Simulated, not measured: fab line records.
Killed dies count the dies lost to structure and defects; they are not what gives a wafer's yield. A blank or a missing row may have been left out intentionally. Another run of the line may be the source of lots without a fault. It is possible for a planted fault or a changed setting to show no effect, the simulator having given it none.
Matching of chambers    flow n5 finfet    4 sister chambers for N5_BEOL_M8_STRIP_67 on rie diel-05
The step strips in CF4. 4 wafers are shown with their chamber, then 12 later ones without.

== WAFERS PAIRED WITH THEIR CHAMBERS ==
wafer   chamber  drypump motor current A (A)
L088.1  2        6.1
L089.3  3        6.6
L089.4  1        5.8
L089.6  0        5.7

== WAFERS WHOSE CHAMBER IS MISSING ==
wafer   drypump motor current A (A)
L094.1  5.7
L094.4  6.6
L094.5  5.8
L096.1  5.6
L096.2  6.6
L096.3  5.8
L096.4  6.6
L096.5  5.8
L096.6  5.6
L095.3  5.7
L095.5  6.6
L095.6  5.7

== CHAMBER TAKEN BY EACH ==
wafer   from the rows above  in truth
L094.1  0                    0
L094.4  3                    3
L094.5  1                    1
L096.1  0                    0
L096.2  3                    3
L096.3  1                    1
L096.4  3                    3
L096.5  1                    1
L096.6  0                    0
L095.3  0                    0
L095.5  3                    3
L095.6  0                    0
Correctly placed: 12 of 12. Not placeable from these rows: 0. Wrongly placed: 0.
How it was worked out, from the rows above alone: a wafer's distance from a chamber is the root of the sum, over the readings, of the square of ((its reading less the chamber's mean) divided by the reading's scatter). The wafer belongs to the nearest chamber; if the next one is less than 2 further off, it can't be placed. Each chamber's mean is taken over the wafers shown for it. The scatter: root of mean squared gap, hidden wafer to nearest shown wafer, with one shown wafer a chamber.
